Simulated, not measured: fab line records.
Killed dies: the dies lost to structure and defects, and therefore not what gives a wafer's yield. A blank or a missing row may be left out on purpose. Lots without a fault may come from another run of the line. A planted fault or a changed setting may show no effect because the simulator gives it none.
Split-lot experiment ; flow n5-finfet ; route with 1938 steps; 7 lots, 39 wafers read

== ABOUT THE SPLIT ==
At N5_BEOL_M14_ILD_DEP_00 (deposits SiO2 from TEOS/O2, target thk 1119.3 nm, time 237.4 s), the setting time-s was moved away from the recipe's 237.4 s on 12 of the 39 wafers read, by -29.1% to +56.9%. For the rest of the wafers, this setting stayed at what the recipe calls for.

== FROM THE SPLIT TO THE READING: what the file shows between them, 10 steps ==
- N5_BEOL_M14_THK_MEAS_01
- N5_BEOL_M14_COAT_58: time 60 s, resist thk 89 nm
- N5_BEOL_M14_COAT_04: resist thk 800 nm
- N5_BEOL_M14_DESCUM_15: chemistry O2, time 7.9 s
- N5_BEOL_M14_ETCH_59: etches BARC in N2/H2, target depth 89 nm, overetch 26.7 nm, time 67.9 s
- N5_BEOL_M14_VIA_ETCH_16: etches SiO2 in C4F8/O2/Ar, target depth 1231.3 nm
- N5_BEOL_M14_STRIP_63: strips in O2
- N5_BEOL_M14_STRIP_64: strips in O2
- N5_BEOL_M14_STRIP_71: strips in post etch residue remover, time 60 s
- N5_BEOL_M14_SRD_72: time 30 s, dry time 30 s

== THE READING ==
cd-nm, in nm, at N5_BEOL_M14_CD_MEAS_17 (target cd 250 nm). Typical for fault-free wafers on this fab line: 250.5 nm, with standard deviation 1.6 nm.

wafer;tool, chamber at the split;time-s as run, s;against the recipe;cd-nm, nm;against lot-mates on the recipe
L074.1;pecvd-04, 1;237.4;recipe;251.4;-
L074.2;pecvd-04, 0;237.4;recipe;250.7;-
L074.3;pecvd-04, 0;237.4;recipe;249.1;-
L074.4;pecvd-04, 1;237.4;recipe;250.6;-
L074.5;pecvd-04, 1;237.4;recipe;250.8;-
L074.6;pecvd-04, 0;237.4;recipe;250.3;-
L077.1;pecvd-04, 2;237.4;recipe;250.1;-
L077.2;pecvd-04, 1;306;+28.9%;255.2;+3.9
L077.3;pecvd-04, 0;306;+28.9%;253.5;+2.2
L077.4;pecvd-04, 0;306;+28.9%;253.4;+2.1
L077.5;pecvd-04, 2;237.4;recipe;251.9;-
L077.6;pecvd-04, 1;237.4;recipe;251.8;-
L078.1;pecvd-04, 0;372.5;+56.9%;253.0;+4.8
L078.2;pecvd-04, 1;372.5;+56.9%;252.8;+4.6
L078.3;pecvd-04, 2;372.5;+56.9%;255.4;+7.2
L078.4;pecvd-04, 0;237.4;recipe;248.6;-
L078.5;pecvd-04, 2;237.4;recipe;247.6;-
L078.6;pecvd-04, 1;237.4;recipe;248.5;-
L076.1;pecvd-04, 1;237.4;recipe;251.2;-
L076.2;pecvd-04, 2;168.4;-29.1%;248.6;-2.1
L076.3;pecvd-04, 0;237.4;recipe;249.0;-
L076.4;pecvd-04, 1;168.4;-29.1%;246.4;-4.3
L076.5;pecvd-04, 0;237.4;recipe;251.9;-
L076.6;pecvd-04, 2;168.4;-29.1%;246.8;-3.9
L086.1;pecvd-04, 0;237.4;recipe;251.5;-
L086.4;pecvd-04, 1;237.4;recipe;250.5;-
L086.6;pecvd-04, 2;237.4;recipe;252.1;-
L092.1;pecvd-01, 1;237.4;recipe;250.8;-
L092.2;pecvd-01, 0;237.4;recipe;251.7;-
L092.3;pecvd-01, 2;237.4;recipe;252.9;-
L092.4;pecvd-01, 2;237.4;recipe;251.7;-
L092.5;pecvd-01, 1;237.4;recipe;252.3;-
L092.6;pecvd-01, 0;237.4;recipe;252.5;-
L097.1;pecvd-02, 0;304.1;+28.1%;254.0;+3.4
L097.2;pecvd-02, 2;304.1;+28.1%;254.8;+4.2
L097.3;pecvd-02, 1;237.4;recipe;249.0;-
L097.4;pecvd-02, 1;237.4;recipe;253.1;-
L097.5;pecvd-02, 2;237.4;recipe;249.8;-
L097.6;pecvd-02, 0;304.1;+28.1%;255.7;+5.1

FIT RESULTS
A straight line over all 39 wafers: cd-nm changes by +0.0841 nm for each +1% of time-s; r = +0.74; the points scatter about the line by 1.5 nm.
The same after taking each lot's own level away (the mean of its wafers on the recipe; 39 wafers): +0.107 nm for each +1%; r = +0.90; scatter 1 nm.
Per that fit: largest time-s move, reading shift of 6.1 nm.
Across the lots, their own levels run from 248.23 to 251.98 nm, a range of 2.3 times the standard deviation given above.
So the lot-to-lot level blurs the effect unless lot-mates are compared.
Check: with one of the wafers moved furthest among these (+56.9%) left out of the fit, the line predicts +6.4 nm for it against its lot-mates. Against them it came out at +4.77 nm.

== THE WHOLE CHAIN: every reading that the file lists as answering this split, in the file's order ==
step;what it does;reading;change (the file's fit);r (the file's)
N5_BEOL_M14_ILD_DEP_00;deposits SiO2 from TEOS/O2, target thk 1119.3 nm, time 237.4 s;SiO2_of_BEOL_M14_ILD_DEP_00.thk-nm (the simulator's own value, which no gauge read);+10.7 nm for each +1% of the setting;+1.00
N5_BEOL_M14_THK_MEAS_01;;M14_ILD_THK;+10.7 for each +1% of the setting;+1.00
N5_BEOL_M14_VIA_ETCH_16;etches SiO2 in C4F8/O2/Ar, target depth 1231.3 nm;etch.depth-nm (the simulator's own value, which no gauge read);+10.7 nm for each +1% of the setting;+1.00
N5_BEOL_M14_VIA_ETCH_16;etches SiO2 in C4F8/O2/Ar, target depth 1231.3 nm;coat_of_BEOL_M14_COAT_04.thk-nm (the simulator's own value, which no gauge read);-2.54 nm for each +1% of the setting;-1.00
N5_BEOL_M14_CD_MEAS_17;target cd 250 nm;cd-nm;+0.107 nm for each +1% of the setting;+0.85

== THE FILE'S OWN FIT ==
cd-nm changes by +0.107 nm for each +1% of time-s, r = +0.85.
